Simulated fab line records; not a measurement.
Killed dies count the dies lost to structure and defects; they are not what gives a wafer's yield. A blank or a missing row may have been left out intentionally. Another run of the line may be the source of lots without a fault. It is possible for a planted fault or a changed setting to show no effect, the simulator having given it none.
Matching of chambers    flow nand-harc    NHARC_P_M0_DESCUM_14 on rie-diel-04: 4 sister chambers
The step chemistry O2, time 3 s. 8 wafers are shown with their chamber, then 9 later ones without.

WAFERS PAIRED WITH THEIR CHAMBERS
wafer   chamber  oes-product-au (a.u.)  rf-vpp-V (V)
L082.1  2        0.999                  56.7
L089.5  2        1.000                  57.8
L091.1  0        1.002                  58.3
L091.3  3        0.990                  57.6
L091.6  1        0.977                  55.9
L091.2  1        0.977                  58.1
L091.4  0        1.005                  58.5
L091.5  3        0.982                  59.7

WAFERS WITH NO CHAMBER GIVEN
wafer   oes-product-au (a.u.)  rf-vpp-V (V)
L093.3  1.008                  58.2
L093.4  0.997                  58.1
L093.6  1.005                  57.4
L092.1  0.991                  57.9
L092.2  0.993                  57.5
L092.6  1.001                  57.5
L094.1  0.986                  58.7
L094.3  0.998                  57.5
L094.6  0.998                  56.7

CHAMBER TAKEN BY EACH
wafer   from the rows above           in truth
L093.3  can't be placed: 0 or 2       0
L093.4  can't be placed: 2 or 0       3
L093.6  can't be placed: 0 or 2       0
L092.1  can't be placed: 3 or 2       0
L092.2  can't be placed: 2 or 3 or 0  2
L092.6  can't be placed: 2 or 0       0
L094.1  3                             3
L094.3  can't be placed: 2 or 0       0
L094.6  can't be placed: 2 or 0       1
1 of 9 placed correctly. Not placeable from these rows: 8 (in 5, the candidates include the true chamber). Wrongly placed: 0.
How it was worked out, from the rows above alone: a wafer's distance from a chamber is the root of the sum, over the readings, of the square of ((its reading less the chamber's mean) divided by the reading's scatter). The wafer belongs to the nearest chamber; if the next one is less than 2 further off, it can't be placed. The mean given for a chamber averages the wafers shown for that chamber. The scatter is the square root of a quotient: the sum, over the shown wafers, of each reading's squared deviation from its chamber's mean, divided by wafers minus chambers.
